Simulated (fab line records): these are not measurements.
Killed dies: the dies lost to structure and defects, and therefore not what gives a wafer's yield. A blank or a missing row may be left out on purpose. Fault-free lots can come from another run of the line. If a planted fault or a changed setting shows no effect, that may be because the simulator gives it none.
Matching of chambers    flow nand-harc    NHARC_A_CHANNEL_FILL_D2_ALD_02 on ald-hk-03 has 4 sister chambers
The step deposits SiO2, target thk 6 nm, pulse time 10 s, ald cycles 60. 4 wafers are shown with their chamber, then 8 later ones without.

WAFERS, EACH WITH ITS CHAMBER
wafer   chamber  heater-power-w (W)
L082.2  3        482
L090.4  2        518
L090.5  1        433
L091.1  0        456

WAFERS WITH NO CHAMBER GIVEN
wafer   heater-power-w (W)
L091.2  469
L091.3  429
L095.3  518
L095.4  487
L095.6  519
L097.2  477
L097.5  485
L097.6  448

WHICH CHAMBER EACH ONE RAN IN
wafer   from the rows above      in truth
L091.2  can't be placed: 0 or 3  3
L091.3  1                        1
L095.3  2                        2
L095.4  3                        3
L095.6  2                        2
L097.2  3                        3
L097.5  3                        3
L097.6  can't be placed: 0 or 1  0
Correctly placed: 6 of 8. Cannot be placed on the basis of these rows: 2; the candidates contain the true chamber in 2. 0 placed wrongly.
How it was worked out, from the rows above alone: a wafer's distance from a chamber is the root of the sum, over the readings, of the square of ((its reading less the chamber's mean) divided by the reading's scatter). If the next closest chamber is less than 2 further off than the closest, the wafer can't be placed; otherwise it belongs to the closest. A chamber's mean is the mean of its shown wafers. The scatter: root of mean squared gap, hidden wafer to nearest shown wafer, with one shown wafer a chamber.
